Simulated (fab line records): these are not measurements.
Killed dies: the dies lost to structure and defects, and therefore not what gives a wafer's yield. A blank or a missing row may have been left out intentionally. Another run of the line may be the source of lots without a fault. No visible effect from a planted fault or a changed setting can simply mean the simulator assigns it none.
Chamber matching ; flow n5Finfet ; 4 sister chambers for N5_BEOL_M9_DESCUM_33 on rieDiel-03
The step chemistry O2, time 7 s. 8 wafers are shown with their chamber, then 8 later ones without.

WAFERS WITH THEIR CHAMBER
wafer;chamber;showerheadPlenumPTorr (Torr);drypumpMotorCurrentA (A)
L078.1;2;2.09;5.4
L079.1;0;2.01;6.2
L079.6;2;2.08;5.5
L080.1;3;2.14;6.3
L080.4;0;2.01;6.2
L083.2;3;2.13;6.2
L083.4;1;2.18;6.1
L085.2;1;2.17;6.2

WAFERS WITH NO CHAMBER GIVEN
wafer;showerheadPlenumPTorr (Torr);drypumpMotorCurrentA (A)
L085.3;2.13;6.2
L085.4;2.00;6.2
L092.1;2.08;5.5
L092.4;2.00;6.2
L092.6;2.13;6.2
L096.2;2.17;6.1
L096.4;2.08;5.5
L096.5;2.00;6.2

THE CHAMBER EACH PASSED THROUGH
wafer;from the rows above;in truth
L085.3;3;3
L085.4;0;0
L092.1;2;2
L092.4;0;0
L092.6;3;3
L096.2;1;1
L096.4;2;2
L096.5;0;0
Placed correctly: 8 of 8. Left unplaced by these rows: 0. Placed wrongly: 0.
How it was worked out, from the rows above alone: a wafer's distance from a chamber is the root of the sum, over the readings, of the square of ((its reading less the chamber's mean) divided by the reading's scatter). If the next closest chamber is less than 2 further off than the closest, the wafer can't be placed; otherwise it belongs to the closest. A chamber's mean is the mean of its shown wafers. The scatter: take each reading less its chamber's mean, square it, sum over the shown wafers, divide by the number of wafers less the number of chambers, and take the root.
